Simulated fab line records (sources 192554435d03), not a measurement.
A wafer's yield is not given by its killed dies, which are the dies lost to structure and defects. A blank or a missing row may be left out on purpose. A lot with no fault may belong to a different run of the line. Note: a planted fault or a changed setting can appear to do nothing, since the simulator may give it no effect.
fab line records :: flow n5Finfet
[record]
  lots = 6
  wafers = 16
  lastDay = 18
route steps=1938 shown ZERO_LAYER@14 WELL_APT@20
lots that met no fault: from a run of the same line without faults
startH: hours from the record's opening day to when the first of the lot's shown wafers began :: waitH: hours elapsed since this lot's preceding step :: " same as the row above :: L1.1+2: a single row standing in for several wafers :: - no value, or no start given :: * or withheld: withheld :: < > ~ a bound
route shown NAME@n: NAME is a module with steps in the file, n the number in the route of the first one :: usual: average and standard deviation across the fault-free wafers :: same: alike in all rows :: chamber/n: place in a boat :: sites: readings site by site :: _std_site: the standard deviation of these :: _edge_site: outer sites' mean less inner sites' :: radiusMm: for every site, how far away it sits from the centre of the wafer :: mask NAME#n: copy n :: behind: the most recent tool/chamber to have shaped the wafer :: hold: cause of the lot's hold/its duration in hours/its outcome :: device: which transistor (n, p or np) failed to switch :: end of line: the same wafers' tests at the end of the route :: a step without rows: its recipe alone :: killed: not the wafer's yield, but the dies lost to structure and defects at the first sort :: map: the dies of a wafer, with x for killed, . for not killed, _ for no die there
set.NAME: the setting as run; set.NAME@STEP: as run at that earlier step :: model.NAME: the simulator's own value behind a step, which no gauge read
lots at selected steps of the route; one table per step, one row per wafer
services: when a tool's chamber went out of use (startH, in hours from the record's first day, below 0 if earlier), for how many hours, and the reason
[[steps]]
[step N5_ZERO_LAYER_DESCUM_16]
[recipe]
  chemistry = O2
  timeS = 7.9
  sourcePowerW = 50
  biasPowerW = 20
  pressureMtorr = 20
  rfFrequencyHz = 2.712e+07
  tempC = 40
  o2FlowSccm = 225
[usual]
  drypumpMotorCurrentA = 6.0/0.4
  o2FlowSccm = 225.0/0.65
  oesProductAu = 0.76/0.079
  rfVppV = 243.1/1.3
  showerheadPlenumPTorr = 2.08/0.07
  throttleValvePct = 20.43/0.25
lot.wafer: L940.3
tool: rieDiel-02
chamber: 3
startH: 19.20
waitH: 0.3
drypumpMotorCurrentA: 5.8
o2FlowSccm: 225.0
oesProductAu: 0.78
rfHoursCounterH: 131
rfVppV: 242.1
showerheadPlenumPTorr: 2.00
throttleValvePct: 20.01

lot.wafer: L940.5
tool: rieDiel-02
chamber: 1
startH: 19.20
waitH: 0.3
drypumpMotorCurrentA: 5.7
o2FlowSccm: 225.9
oesProductAu: 0.78
rfHoursCounterH: -
rfVppV: 241.2
showerheadPlenumPTorr: 2.03
throttleValvePct: 20.86

lot.wafer: L940.6
tool: rieDiel-02
chamber: 3
startH: 19.20
waitH: 0.3
drypumpMotorCurrentA: 5.8
o2FlowSccm: 225.1
oesProductAu: 0.78
rfHoursCounterH: -
rfVppV: 243.2
showerheadPlenumPTorr: 2.00
throttleValvePct: 20.02

lot.wafer: L948.1
tool: rieDiel-02
chamber: 3
startH: 66.78
waitH: 0.1
drypumpMotorCurrentA: 5.8
o2FlowSccm: 224.5
oesProductAu: 0.77
rfHoursCounterH: 146
rfVppV: 241.1
showerheadPlenumPTorr: 1.99
throttleValvePct: 20.05

lot.wafer: L948.3
tool: rieDiel-02
chamber: 1
startH: 66.78
waitH: 0.1
drypumpMotorCurrentA: 5.8
o2FlowSccm: 225.0
oesProductAu: 0.78
rfHoursCounterH: 123
rfVppV: 243.0
showerheadPlenumPTorr: 2.03
throttleValvePct: 20.88

lot.wafer: L951.1
tool: rieDiel-02
chamber: 3
startH: 84.68
waitH: 0.0
drypumpMotorCurrentA: 5.9
o2FlowSccm: 223.8
oesProductAu: 0.76
rfHoursCounterH: 153
rfVppV: 242.0
showerheadPlenumPTorr: 1.99
throttleValvePct: 20.05

lot.wafer: L951.3
tool: rieDiel-02
chamber: 1
startH: 84.68
waitH: 0.0
drypumpMotorCurrentA: 5.7
o2FlowSccm: 224.7
oesProductAu: 0.79
rfHoursCounterH: 128
rfVppV: 242.0
showerheadPlenumPTorr: 2.03
throttleValvePct: 20.90

lot.wafer: L951.4
tool: rieDiel-02
chamber: 0
startH: 84.68
waitH: 0.0
drypumpMotorCurrentA: 6.7
o2FlowSccm: 225.4
oesProductAu: 0.95
rfHoursCounterH: 21
rfVppV: 245.3
showerheadPlenumPTorr: 2.15
throttleValvePct: 20.08

lot.wafer: L952.1
tool: rieDiel-01
chamber: 2
startH: 90.75
waitH: 0.1
drypumpMotorCurrentA: 6.0
o2FlowSccm: 225.0
oesProductAu: 0.73
rfHoursCounterH: 136
rfVppV: 243.6
showerheadPlenumPTorr: 2.17
throttleValvePct: 20.50

lot.wafer: L952.4
tool: rieDiel-01
chamber: 0
startH: 90.75
waitH: 0.1
drypumpMotorCurrentA: 6.2
o2FlowSccm: 225.3
oesProductAu: 0.70
rfHoursCounterH: 235
rfVppV: 243.0
showerheadPlenumPTorr: 2.11
throttleValvePct: 20.28

lot.wafer: L952.5
tool: rieDiel-01
chamber: 1
startH: 90.75
waitH: 0.1
drypumpMotorCurrentA: 6.1
o2FlowSccm: 224.6
oesProductAu: 0.99
rfHoursCounterH: -
rfVppV: 242.2
showerheadPlenumPTorr: 2.07
throttleValvePct: 20.51

lot.wafer: L961.1
tool: rieDiel-03
chamber: 3
startH: 144.81
waitH: 0.0
drypumpMotorCurrentA: 6.4
o2FlowSccm: 224.5
oesProductAu: 0.70
rfHoursCounterH: 198
rfVppV: 245.2
showerheadPlenumPTorr: 2.17
throttleValvePct: 20.49

lot.wafer: L961.2
tool: rieDiel-03
chamber: 0
startH: 144.81
waitH: 0.0
drypumpMotorCurrentA: 5.2
o2FlowSccm: 224.8
oesProductAu: 0.80
rfHoursCounterH: 98
rfVppV: 244.0
showerheadPlenumPTorr: 2.13
throttleValvePct: 20.40

lot.wafer: L961.3
tool: rieDiel-03
chamber: 2
startH: 144.81
waitH: 0.0
drypumpMotorCurrentA: 6.5
o2FlowSccm: 225.6
oesProductAu: 0.72
rfHoursCounterH: 205
rfVppV: 244.2
showerheadPlenumPTorr: 2.10
throttleValvePct: 20.51

lot.wafer: L962.1
tool: rieDiel-02
chamber: 2
startH: 150.81
waitH: 0.0
drypumpMotorCurrentA: 5.7
o2FlowSccm: 225.8
oesProductAu: 0.67
rfHoursCounterH: 234
rfVppV: 240.9
showerheadPlenumPTorr: 1.95
throttleValvePct: 20.68

lot.wafer: L962.5
tool: rieDiel-02
chamber: 0
startH: 150.81
waitH: 0.0
drypumpMotorCurrentA: 6.6
o2FlowSccm: 226.0
oesProductAu: 0.90
rfHoursCounterH: -
rfVppV: 245.2
showerheadPlenumPTorr: 2.15
throttleValvePct: 20.10
[step N5_ZERO_LAYER_ETCH_17]
[recipe]
  chemistry = CF4
  target = SiO2
  targetDepthA = 120
  timeS = 13.3
  ionEnergyEv = 350
  pressureMtorr = 40
  sourceW = 450
  biasW = 215
  Ar_flow_sccm = 100
  cf4FlowSccm = 100
[usual]
  drypumpMotorCurrentA = 6.0/0.4
  mfcArSccm = 100.0/0.32
  oesProductAu = 0.76/0.076
  rfVppV = 948/4.1
  showerheadPlenumPTorr = 2.13/0.062
  throttleValvePct = 15.70/0.25
lot.wafer: L940.3
tool: rieDiel-02
chamber: 3
startH: 19.23
waitH: 0.0
drypumpMotorCurrentA: 5.9
mfcArSccm: 99.6
oesProductAu: 0.77
rfHoursCounterH: 131
rfVppV: 944
showerheadPlenumPTorr: 2.07
throttleValvePct: 15.41

lot.wafer: L940.5
tool: rieDiel-02
chamber: 1
startH: 19.23
waitH: 0.0
drypumpMotorCurrentA: 5.7
mfcArSccm: 100.0
oesProductAu: 0.78
rfHoursCounterH: -
rfVppV: 944
showerheadPlenumPTorr: 2.08
throttleValvePct: 15.96

lot.wafer: L940.6
tool: rieDiel-02
chamber: 3
startH: 19.23
waitH: 0.0
drypumpMotorCurrentA: 5.8
mfcArSccm: 100.0
oesProductAu: 0.77
rfHoursCounterH: -
rfVppV: 944
showerheadPlenumPTorr: 2.07
throttleValvePct: 15.44

lot.wafer: L948.1
tool: rieDiel-02
chamber: 3
startH: 66.81
waitH: 0.0
drypumpMotorCurrentA: 5.9
mfcArSccm: 100.3
oesProductAu: 0.76
rfHoursCounterH: 146
rfVppV: 943
showerheadPlenumPTorr: 2.06
throttleValvePct: 15.44

lot.wafer: L948.3
tool: rieDiel-02
chamber: 1
startH: 66.81
waitH: 0.0
drypumpMotorCurrentA: 5.7
mfcArSccm: 100.3
oesProductAu: 0.77
rfHoursCounterH: 123
rfVppV: 945
showerheadPlenumPTorr: 2.07
throttleValvePct: 16.02

lot.wafer: L951.1
tool: rieDiel-02
chamber: 3
startH: 84.72
waitH: 0.0
drypumpMotorCurrentA: 5.9
mfcArSccm: 100.2
oesProductAu: 0.76
rfHoursCounterH: 153
rfVppV: 944
showerheadPlenumPTorr: 2.06
throttleValvePct: 15.48

lot.wafer: L951.3
tool: rieDiel-02
chamber: 1
startH: 84.72
waitH: 0.0
drypumpMotorCurrentA: 5.7
mfcArSccm: 100.2
oesProductAu: 0.77
rfHoursCounterH: 128
rfVppV: 944
showerheadPlenumPTorr: 2.07
throttleValvePct: 16.00

lot.wafer: L951.4
tool: rieDiel-02
chamber: 0
startH: 84.72
waitH: 0.0
drypumpMotorCurrentA: 6.7
mfcArSccm: 100.0
oesProductAu: 0.94
rfHoursCounterH: 21
rfVppV: 951
showerheadPlenumPTorr: 2.19
throttleValvePct: 15.22

lot.wafer: L952.1
tool: rieDiel-01
chamber: 2
startH: 90.78
waitH: 0.0
drypumpMotorCurrentA: 6.0
mfcArSccm: 100.7
oesProductAu: 0.75
rfHoursCounterH: 136
rfVppV: 954
showerheadPlenumPTorr: 2.22
throttleValvePct: 15.76

lot.wafer: L952.4
tool: rieDiel-01
chamber: 0
startH: 90.78
waitH: 0.0
drypumpMotorCurrentA: 6.2
mfcArSccm: 100.0
oesProductAu: 0.70
rfHoursCounterH: 235
rfVppV: 950
showerheadPlenumPTorr: 2.20
throttleValvePct: 15.82

lot.wafer: L952.5
tool: rieDiel-01
chamber: 1
startH: 90.78
waitH: 0.0
drypumpMotorCurrentA: 6.1
mfcArSccm: 100.3
oesProductAu: 0.98
rfHoursCounterH: -
rfVppV: 945
showerheadPlenumPTorr: 2.12
throttleValvePct: 15.61

lot.wafer: L961.1
tool: rieDiel-03
chamber: 3
startH: 144.85
waitH: 0.0
drypumpMotorCurrentA: 6.4
mfcArSccm: 100.0
oesProductAu: 0.72
rfHoursCounterH: 198
rfVppV: 953
showerheadPlenumPTorr: 2.21
throttleValvePct: 15.75

lot.wafer: L961.2
tool: rieDiel-03
chamber: 0
startH: 144.85
waitH: 0.0
drypumpMotorCurrentA: 5.3
mfcArSccm: 99.9
oesProductAu: 0.80
rfHoursCounterH: 98
rfVppV: 948
showerheadPlenumPTorr: 2.15
throttleValvePct: 15.54

lot.wafer: L961.3
tool: rieDiel-03
chamber: 2
startH: 144.85
waitH: 0.0
drypumpMotorCurrentA: 6.6
mfcArSccm: 99.9
oesProductAu: 0.74
rfHoursCounterH: 205
rfVppV: 947
showerheadPlenumPTorr: 2.11
throttleValvePct: 15.65

lot.wafer: L962.1
tool: rieDiel-02
chamber: 2
startH: 150.84
waitH: 0.0
drypumpMotorCurrentA: 5.7
mfcArSccm: 100.5
oesProductAu: 0.69
rfHoursCounterH: 234
rfVppV: 940
showerheadPlenumPTorr: 2.04
throttleValvePct: 16.13

lot.wafer: L962.5
tool: rieDiel-02
chamber: 0
startH: 150.84
waitH: 0.0
drypumpMotorCurrentA: 6.7
mfcArSccm: 100.1
oesProductAu: 0.89
rfHoursCounterH: -
rfVppV: 951
showerheadPlenumPTorr: 2.19
throttleValvePct: 15.28
[step N5_ZERO_LAYER_ETCH_18]
[recipe]
  chemistry = HBr/Cl2
  target = Si
  targetDepthA = 1200
  timeS = 40
  pressureMtorr = 10
  icpW = 800
  biasW = 75
  HBr_flow_sccm = 150
  Cl2_flow_sccm = 80
[usual]
  drypumpMotorCurrentA = 5.7/0.31
  oesProductAu = 1.009/0.017
  throttleValvePct = 36.6/0.38
lot.wafer: L940.3
tool: rieSi-03
chamber: 0
startH: 19.31
waitH: 0.0
drypumpMotorCurrentA: 5.4
oesProductAu: 1.014
rfHoursCounterH: 154
throttleValvePct: 36.2

lot.wafer: L940.5
tool: rieSi-03
chamber: 2
startH: 19.31
waitH: 0.0
drypumpMotorCurrentA: 6.3
oesProductAu: 1.019
rfHoursCounterH: -
throttleValvePct: 36.8

lot.wafer: L940.6
tool: rieSi-03
chamber: 1
startH: 19.31
waitH: 0.0
drypumpMotorCurrentA: 5.3
oesProductAu: 1.014
rfHoursCounterH: -
throttleValvePct: 37.0

lot.wafer: L948.1
tool: rieSi-06
chamber: 3
startH: 66.88
waitH: 0.0
drypumpMotorCurrentA: 5.7
oesProductAu: 1.028
rfHoursCounterH: 25
throttleValvePct: 36.8

lot.wafer: L948.3
tool: rieSi-06
chamber: 2
startH: 66.88
waitH: 0.0
drypumpMotorCurrentA: 5.8
oesProductAu: 0.994
rfHoursCounterH: 3
throttleValvePct: 36.5

lot.wafer: L951.1
tool: rieSi-01
chamber: 2
startH: 84.79
waitH: 0.0
drypumpMotorCurrentA: 6.0
oesProductAu: 1.001
rfHoursCounterH: 25
throttleValvePct: 36.2

lot.wafer: L951.3
tool: rieSi-01
chamber: 1
startH: 84.79
waitH: 0.0
drypumpMotorCurrentA: 5.7
oesProductAu: 0.965
rfHoursCounterH: 155
throttleValvePct: 37.2

lot.wafer: L951.4
tool: rieSi-01
chamber: 0
startH: 84.79
waitH: 0.0
drypumpMotorCurrentA: 5.7
oesProductAu: 1.017
rfHoursCounterH: 54
throttleValvePct: 35.9

lot.wafer: L952.1
tool: rieSi-06
chamber: 1
startH: 90.85
waitH: 0.0
drypumpMotorCurrentA: 5.7
oesProductAu: 0.991
rfHoursCounterH: 42
throttleValvePct: 36.7

lot.wafer: L952.4
tool: rieSi-06
chamber: 2
startH: 90.85
waitH: 0.0
drypumpMotorCurrentA: 5.9
oesProductAu: 0.994
rfHoursCounterH: 3
throttleValvePct: 36.5

lot.wafer: L952.5
tool: rieSi-06
chamber: 0
startH: 90.85
waitH: 0.0
drypumpMotorCurrentA: 5.8
oesProductAu: 1.024
rfHoursCounterH: -
throttleValvePct: 36.6

lot.wafer: L961.1
tool: rieSi-01
chamber: 1
startH: 144.92
waitH: 0.0
drypumpMotorCurrentA: 5.7
oesProductAu: 0.976
rfHoursCounterH: 156
throttleValvePct: 37.2

lot.wafer: L961.2
tool: rieSi-01
chamber: 3
startH: 144.92
waitH: 0.0
drypumpMotorCurrentA: 5.9
oesProductAu: 1.017
rfHoursCounterH: 2
throttleValvePct: 36.2

lot.wafer: L961.3
tool: rieSi-01
chamber: 2
startH: 144.92
waitH: 0.0
drypumpMotorCurrentA: 5.9
oesProductAu: 0.999
rfHoursCounterH: 26
throttleValvePct: 36.2

lot.wafer: L962.1
tool: rieSi-01
chamber: 0
startH: 150.91
waitH: 0.0
drypumpMotorCurrentA: 5.7
oesProductAu: 1.018
rfHoursCounterH: 55
throttleValvePct: 35.9

lot.wafer: L962.5
tool: rieSi-01
chamber: 3
startH: 150.91
waitH: 0.0
drypumpMotorCurrentA: 5.9
oesProductAu: 1.023
rfHoursCounterH: -
throttleValvePct: 36.2
[step N5_ZERO_LAYER_STRIP_24]
[recipe]
  chemistry = O2
  powerW = 1000
  tempC = 250
  overashFraction = 0.3
  pressureMtorr = 1000
  o2FlowSccm = 6750
[usual]
  drypumpMotorCurrentA = 5.7/0.54
  heaterPowerW = 350/21
  o2FlowSccm = 6752/18
  oesProductAu = 0.647/0.0048
  stripTimeToEndpointS = 43.88/0.094
[same]
  overashFraction = 0.3
lot.wafer: L940.3
tool: plasmaAsher-01
chamber: 0
startH: 19.43
waitH: 0.1
drypumpMotorCurrentA: 5.1
heaterPowerW: 375
o2FlowSccm: 6761
oesProductAu: 0.645
rfHoursCounterH: -
stripTimeToEndpointS: 43.88

lot.wafer: L940.5
tool: plasmaAsher-01
chamber: 0
startH: 19.43
waitH: 0.1
drypumpMotorCurrentA: 5.1
heaterPowerW: 378
o2FlowSccm: 6771
oesProductAu: 0.648
rfHoursCounterH: -
stripTimeToEndpointS: 43.85

lot.wafer: L940.6
tool: plasmaAsher-01
chamber: 1
startH: 19.43
waitH: 0.1
drypumpMotorCurrentA: 6.4
heaterPowerW: 330
o2FlowSccm: 6742
oesProductAu: 0.643
rfHoursCounterH: -
stripTimeToEndpointS: 43.84

lot.wafer: L948.1
tool: plasmaAsher-01
chamber: 0
startH: 66.99
waitH: 0.1
drypumpMotorCurrentA: 5.1
heaterPowerW: 375
o2FlowSccm: 6787
oesProductAu: 0.642
rfHoursCounterH: 39
stripTimeToEndpointS: 43.63

lot.wafer: L948.3
tool: plasmaAsher-01
chamber: 1
startH: 66.99
waitH: 0.1
drypumpMotorCurrentA: 6.4
heaterPowerW: 340
o2FlowSccm: 6760
oesProductAu: 0.640
rfHoursCounterH: -
stripTimeToEndpointS: 43.89

lot.wafer: L951.1
tool: plasmaAsher-01
chamber: 1
startH: 84.90
waitH: 0.1
drypumpMotorCurrentA: 6.5
heaterPowerW: 334
o2FlowSccm: 6752
oesProductAu: 0.643
rfHoursCounterH: 42
stripTimeToEndpointS: 43.95

lot.wafer: L951.3
tool: plasmaAsher-01
chamber: 0
startH: 84.90
waitH: 0.1
drypumpMotorCurrentA: 5.1
heaterPowerW: 382
o2FlowSccm: 6731
oesProductAu: 0.647
rfHoursCounterH: -
stripTimeToEndpointS: 43.89

lot.wafer: L951.4
tool: plasmaAsher-01
chamber: 1
startH: 84.90
waitH: 0.1
drypumpMotorCurrentA: 6.4
heaterPowerW: 341
o2FlowSccm: 6758
oesProductAu: 0.649
rfHoursCounterH: -
stripTimeToEndpointS: 43.94

lot.wafer: L952.1
tool: plasmaAsher-01
chamber: 0
startH: 91.16
waitH: 0.3
drypumpMotorCurrentA: 5.1
heaterPowerW: 379
o2FlowSccm: 6749
oesProductAu: 0.656
rfHoursCounterH: 43
stripTimeToEndpointS: 43.77

lot.wafer: L952.4
tool: plasmaAsher-01
chamber: 0
startH: 91.16
waitH: 0.3
drypumpMotorCurrentA: 5.1
heaterPowerW: 380
o2FlowSccm: 6761
oesProductAu: 0.646
rfHoursCounterH: -
stripTimeToEndpointS: 43.91

lot.wafer: L952.5
tool: plasmaAsher-01
chamber: 0
startH: 91.16
waitH: 0.3
drypumpMotorCurrentA: 5.1
heaterPowerW: 387
o2FlowSccm: 6767
oesProductAu: 0.648
rfHoursCounterH: -
stripTimeToEndpointS: 43.90

lot.wafer: L961.1
tool: plasmaAsher-02
chamber: 0
startH: 145.03
waitH: 0.1
drypumpMotorCurrentA: 5.8
heaterPowerW: 312
o2FlowSccm: 6767
oesProductAu: 0.652
rfHoursCounterH: 98
stripTimeToEndpointS: 43.74

lot.wafer: L961.2
tool: plasmaAsher-02
chamber: 1
startH: 145.03
waitH: 0.1
drypumpMotorCurrentA: 5.5
heaterPowerW: 343
o2FlowSccm: 6734
oesProductAu: 0.651
rfHoursCounterH: 98
stripTimeToEndpointS: 43.79

lot.wafer: L961.3
tool: plasmaAsher-02
chamber: 1
startH: 145.03
waitH: 0.1
drypumpMotorCurrentA: 5.5
heaterPowerW: 353
o2FlowSccm: 6736
oesProductAu: 0.649
rfHoursCounterH: -
stripTimeToEndpointS: 43.76

lot.wafer: L962.1
tool: plasmaAsher-02
chamber: 0
startH: 151.02
waitH: 0.1
drypumpMotorCurrentA: 5.8
heaterPowerW: 320
o2FlowSccm: 6728
oesProductAu: 0.649
rfHoursCounterH: 100
stripTimeToEndpointS: 43.80

lot.wafer: L962.5
tool: plasmaAsher-02
chamber: 0
startH: 151.02
waitH: 0.1
drypumpMotorCurrentA: 5.8
heaterPowerW: 330
o2FlowSccm: 6763
oesProductAu: 0.648
rfHoursCounterH: -
stripTimeToEndpointS: 43.78
[step N5_ZERO_LAYER_STRIP_19]
[recipe]
  chemistry = SPM
  timeS = 900
  tempC = 130
  h2so4H2o2VolRatio = 4
  dry = ipaMarangoni
[step N5_ZERO_LAYER_INSPECT_20]
[recipe]
  inspectInstrument = darkfield
  mode = postClean
[usual]
  rawDefectCount = 39/17
lot.wafer: L940.3
tool: defectInspect-02
chamber: -
startH: 19.77
waitH: 0.0
rawDefectCount: 23

lot.wafer: L940.5
tool: defectInspect-02
chamber: -
startH: 19.77
waitH: 0.0
rawDefectCount: 29

lot.wafer: L940.6
tool: defectInspect-02
chamber: -
startH: 19.77
waitH: 0.0
rawDefectCount: 33

lot.wafer: L948.1
tool: defectInspect-02
chamber: -
startH: 67.35
waitH: 0.0
rawDefectCount: 29

lot.wafer: L948.3
tool: defectInspect-02
chamber: -
startH: 67.35
waitH: 0.0
rawDefectCount: 59

lot.wafer: L951.1
tool: defectInspect-01
chamber: -
startH: 85.26
waitH: 0.0
rawDefectCount: 20

lot.wafer: L951.3
tool: defectInspect-01
chamber: -
startH: 85.26
waitH: 0.0
rawDefectCount: 11

lot.wafer: L951.4
tool: defectInspect-01
chamber: -
startH: 85.26
waitH: 0.0
rawDefectCount: 22

lot.wafer: L952.1
tool: defectInspect-01
chamber: -
startH: 91.52
waitH: 0.0
rawDefectCount: 68

lot.wafer: L952.4
tool: defectInspect-01
chamber: -
startH: 91.52
waitH: 0.0
rawDefectCount: 55

lot.wafer: L952.5
tool: defectInspect-01
chamber: -
startH: 91.52
waitH: 0.0
rawDefectCount: 32

lot.wafer: L961.1
tool: defectInspect-01
chamber: -
startH: 145.39
waitH: 0.0
rawDefectCount: 54

lot.wafer: L961.2
tool: defectInspect-01
chamber: -
startH: 145.39
waitH: 0.0
rawDefectCount: 52

lot.wafer: L961.3
tool: defectInspect-01
chamber: -
startH: 145.39
waitH: 0.0
rawDefectCount: 37

lot.wafer: L962.1
tool: defectInspect-02
chamber: -
startH: 151.38
waitH: 0.0
rawDefectCount: 58

lot.wafer: L962.5
tool: defectInspect-02
chamber: -
startH: 151.38
waitH: 0.0
rawDefectCount: 22
[step N5_WELL_APT_HMDS_01]
[recipe]
  timeS = 60
  tempC = 120
[step N5_WELL_APT_COAT_02]
[recipe]
  spinRpm = 1357
  resistThkNm = 950
[step N5_WELL_APT_EBR_04]
[recipe]
  solvent = PGMEA
  ebrWidthMm = 1.5
[step N5_WELL_APT_SOFTBAKE_03]
[recipe]
  tempC = 130
  timeS = 60
[step N5_WELL_APT_EXPOSE_05]
[recipe]
  maskId = NWELL
  na = 0.8
  sourceShape = conventional
  sigmaOuter = 0.8
  polarization = unpolarized
  defocusNm = 0
  targetCdNm = 200
  doseMj = 20.3
[step N5_WELL_APT_PEB_06]
[recipe]
  pebTempC = 130
  pebTimeS = 90
[step N5_WELL_APT_DEVELOP_07]
[recipe]
  developTimeS = 45
  rinseLiquid = surfactantRinse
  dry = airSpin
  devTempC = 21
[usual]
  chillPlateTempC = 23.01/0.1
  developTimeS = 45/0
lot.wafer: L940.3
tool: lithoTrack-02
chamber: 0
startH: 19.96
waitH: -
chillPlateTempC: 23.02
developTimeS: 45
model.coat_of_WELL_APT_COAT_02.thkNm: 941.9

lot.wafer: L940.5
tool: lithoTrack-02
chamber: 0
startH: 19.96
waitH: -
chillPlateTempC: 23.06
developTimeS: 45
model.coat_of_WELL_APT_COAT_02.thkNm: 941.5

lot.wafer: L940.6
tool: lithoTrack-02
chamber: 0
startH: 19.96
waitH: -
chillPlateTempC: 22.95
developTimeS: 45
model.coat_of_WELL_APT_COAT_02.thkNm: 942

lot.wafer: L948.1
tool: lithoTrack-01
chamber: 0
startH: 67.67
waitH: -
chillPlateTempC: 22.85
developTimeS: 45
model.coat_of_WELL_APT_COAT_02.thkNm: 944.8

lot.wafer: L948.3
tool: lithoTrack-01
chamber: 0
startH: 67.67
waitH: -
chillPlateTempC: 23.14
developTimeS: 45
model.coat_of_WELL_APT_COAT_02.thkNm: 941.1

lot.wafer: L951.1
tool: lithoTrack-03
chamber: -
startH: 85.46
waitH: -
chillPlateTempC: -
developTimeS: -
model.coat_of_WELL_APT_COAT_02.thkNm: 952.7

lot.wafer: L951.3
tool: lithoTrack-03
chamber: -
startH: 85.46
waitH: -
chillPlateTempC: -
developTimeS: -
model.coat_of_WELL_APT_COAT_02.thkNm: 954

lot.wafer: L951.4
tool: lithoTrack-03
chamber: -
startH: 85.46
waitH: -
chillPlateTempC: -
developTimeS: -
model.coat_of_WELL_APT_COAT_02.thkNm: 952.9

lot.wafer: L952.1
tool: lithoTrack-03
chamber: -
startH: 91.84
waitH: -
chillPlateTempC: -
developTimeS: -
model.coat_of_WELL_APT_COAT_02.thkNm: 958.3

lot.wafer: L952.4
tool: lithoTrack-03
chamber: -
startH: 91.84
waitH: -
chillPlateTempC: -
developTimeS: -
model.coat_of_WELL_APT_COAT_02.thkNm: 960.2

lot.wafer: L952.5
tool: lithoTrack-03
chamber: -
startH: 91.84
waitH: -
chillPlateTempC: -
developTimeS: -
model.coat_of_WELL_APT_COAT_02.thkNm: 961.8

lot.wafer: L961.1
tool: lithoTrack-02
chamber: 0
startH: 145.59
waitH: -
chillPlateTempC: 23.03
developTimeS: 45
model.coat_of_WELL_APT_COAT_02.thkNm: 936.5

lot.wafer: L961.2
tool: lithoTrack-02
chamber: 0
startH: 145.59
waitH: -
chillPlateTempC: 22.91
developTimeS: 45
model.coat_of_WELL_APT_COAT_02.thkNm: 941.3

lot.wafer: L961.3
tool: lithoTrack-02
chamber: 0
startH: 145.59
waitH: -
chillPlateTempC: 23.02
developTimeS: 45
model.coat_of_WELL_APT_COAT_02.thkNm: 938

lot.wafer: L962.1
tool: lithoTrack-03
chamber: 0
startH: 151.57
waitH: -
chillPlateTempC: 22.98
developTimeS: 45
model.coat_of_WELL_APT_COAT_02.thkNm: 937.5

lot.wafer: L962.5
tool: lithoTrack-03
chamber: 0
startH: 151.57
waitH: -
chillPlateTempC: 22.89
developTimeS: 45
model.coat_of_WELL_APT_COAT_02.thkNm: 941.7
[step N5_WELL_APT_HARDBAKE_12]
[recipe]
  tempC = 130
  timeS = 120
[[services]]
tool: rieSi-06
chamber: 1
startH: 10.81
hours: 3.1
kind: repair

tool: rieSi-06
chamber: 3
startH: 11.29
hours: 1.4
kind: repair

tool: rieSi-01
chamber: 2
startH: 16.91
hours: 5.6
kind: repair

tool: rieSi-01
chamber: 3
startH: 22.50
hours: -
kind: clean

tool: rieSi-01
chamber: 3
startH: 22.50
hours: -
kind: consumableReplace:focusRing

tool: rieSi-01
chamber: 3
startH: 22.50
hours: 28.5
kind: scheduledDown

tool: rieSi-01
chamber: 3
startH: 22.50
hours: 28.5
kind: ventCycle

tool: rieDiel-02
chamber: 1
startH: 37.33
hours: 11.9
kind: repair

tool: rieDiel-02
chamber: -
startH: 53.57
hours: 1.2
kind: repair

tool: rieDiel-01
chamber: 1
startH: 55.31
hours: -
kind: clean

tool: rieDiel-01
chamber: 1
startH: 55.31
hours: -
kind: consumableReplace:focusRing

tool: rieDiel-01
chamber: 1
startH: 55.31
hours: 27.1
kind: scheduledDown

tool: rieDiel-01
chamber: 1
startH: 55.31
hours: 27.1
kind: ventCycle

tool: rieDiel-02
chamber: 2
startH: 114.71
hours: 9.7
kind: repair

tool: rieSi-06
chamber: -
startH: 117.72
hours: 15.6
kind: pm

tool: rieSi-06
chamber: -
startH: 133.32
hours: 14.6
kind: pm

tool: plasmaAsher-01
chamber: -
startH: 137.25
hours: 14.6
kind: pm

tool: rieDiel-03
chamber: 1
startH: 142.19
hours: -
kind: clean

tool: rieDiel-03
chamber: 1
startH: 142.19
hours: -
kind: consumableReplace:focusRing

tool: rieDiel-03
chamber: 1
startH: 142.19
hours: 18.4
kind: scheduledDown

tool: rieDiel-03
chamber: 1
startH: 142.19
hours: 18.4
kind: ventCycle

tool: rieDiel-01
chamber: 0
startH: 143.73
hours: -
kind: clean

tool: rieDiel-01
chamber: 0
startH: 143.73
hours: -
kind: consumableReplace:focusRing

tool: rieSi-06
chamber: 2
startH: 150.38
hours: 9.9
kind: repair
[[key]]
[firstSign]
  step = N5_WELL_APT_DEVELOP_07
  reading = toolRecord
  direction = missing
effect none on later readings
[modelEffect]
  step = N5_WELL_APT_DEVELOP_07
  value = coat_of_WELL_APT_COAT_02.thkNm
  without = 942.5
  struck = 956.7
metAt N5_WELL_APT_DEVELOP_07
struckWafers L951.1,L951.3,L951.4,L952.1,L952.4,L952.5
laterRowsLeftOut L951.1,L951.3,L951.4,L952.1,L952.4,L952.5
sortLeftOut L951.1,L951.3,L951.4,L952.1,L952.4,L952.5
[fault]
  kind = skippedStepWhole
  tool = lithoTrack-03
  chamber = -
  onsetH = 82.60
  steps = N5_WELL_APT_DEVELOP_07
  scope = struckLotsOnly
// sortLeftOut: the simulated sort isn't trusted on such a fault, so these wafers' sort isn't shown, and their yield isn't known
// laterRowsLeftOut: the simulator's readings of these wafers behind a module that went badly wrong aren't trusted and aren't shown, but for the sort
